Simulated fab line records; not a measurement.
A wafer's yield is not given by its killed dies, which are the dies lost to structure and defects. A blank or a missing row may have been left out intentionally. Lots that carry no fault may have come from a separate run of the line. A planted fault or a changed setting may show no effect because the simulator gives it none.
Chamber matching	flow n5_finfet	N5_BEOL_M0_CUTY_DESCUM_61 on rie_diel-04 has 4 sister chambers
The step chemistry O2, time 7.9 s. 8 wafers are shown with their chamber, then 10 later ones without.

WAFERS PAIRED WITH THEIR CHAMBERS
wafer	chamber	showerhead_plenum_p_Torr (Torr)	throttle_valve_pct (%)
L079.1	0	2.23	20.10
L083.4	1	2.19	20.37
L083.6	1	2.19	20.36
L088.1	2	2.07	20.68
L088.2	0	2.22	20.12
L088.4	2	2.07	20.67
L090.3	3	2.02	20.12
L090.4	3	2.02	20.13

WAFERS MISSING THEIR CHAMBER
wafer	showerhead_plenum_p_Torr (Torr)	throttle_valve_pct (%)
L090.6	2.22	20.12
L091.1	2.22	20.13
L091.2	2.02	20.13
L091.3	2.18	20.38
L091.4	2.18	20.38
L091.5	2.02	20.13
L091.6	2.22	20.12
L092.2	2.01	20.14
L092.3	2.18	20.38
L092.4	2.18	20.39

WHICH CHAMBER EACH WENT THROUGH
wafer	from the rows above	in truth
L090.6	0	0
L091.1	0	0
L091.2	3	3
L091.3	1	1
L091.4	1	1
L091.5	3	3
L091.6	0	0
L092.2	3	3
L092.3	1	1
L092.4	1	1
Correct placement for 10 of the 10. Can't be placed from these rows: 0. Number placed wrongly: 0.
How it was worked out, from the rows above alone: a wafer's distance from a chamber is the root of the sum, over the readings, of the square of ((its reading less the chamber's mean) divided by the reading's scatter). If the next closest chamber is less than 2 further off than the closest, the wafer can't be placed; otherwise it belongs to the closest. Each chamber's mean is taken over the wafers shown for it. The scatter is the square root of a quotient: the sum, over the shown wafers, of each reading's squared deviation from its chamber's mean, divided by wafers minus chambers.
